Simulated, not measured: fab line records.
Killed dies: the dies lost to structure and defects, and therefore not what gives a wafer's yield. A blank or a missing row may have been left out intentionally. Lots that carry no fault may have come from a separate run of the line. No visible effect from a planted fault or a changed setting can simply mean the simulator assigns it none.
Matching of chambers ; flow n5-finfet ; rie-diel-01 running N5_BEOL_M6_ETCH_62: 4 sister chambers
The step etches SOC in N2/H2, target depth 110 nm, overetch 22 nm, time 165 s. 4 wafers are shown with their chamber, then 8 later ones without.

WAFERS, EACH WITH ITS CHAMBER
wafer;chamber;throttle-valve-pct (%)
L087.6;0;17.94
L089.1;2;18.10
L089.4;1;17.61
L089.6;3;18.04

WAFERS WITH NO CHAMBER GIVEN
wafer;throttle-valve-pct (%)
L090.3;18.06
L090.4;17.96
L090.6;17.62
L092.3;17.63
L092.5;18.11
L092.6;18.08
L097.3;18.13
L097.5;18.01

CHAMBER TAKEN BY EACH
wafer;from the rows above;in truth
L090.3;can't be placed: 3 or 2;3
L090.4;0;0
L090.6;1;1
L092.3;1;1
L092.5;2;2
L092.6;can't be placed: 2 or 3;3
L097.3;2;2
L097.5;can't be placed: 3 or 0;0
Correctly placed: 5 of 8. Unplaceable from these rows: 3, with the true chamber sitting among the candidates in 3. Number placed wrongly: 0.
How it was worked out, from the rows above alone: a wafer's distance from a chamber is the root of the sum, over the readings, of the square of ((its reading less the chamber's mean) divided by the reading's scatter). The wafer belongs to the nearest chamber; if the next one is less than 2 further off, it can't be placed. For every chamber, the mean is computed from those of its wafers that are shown. The scatter: root of mean squared gap, hidden wafer to nearest shown wafer, with one shown wafer a chamber.
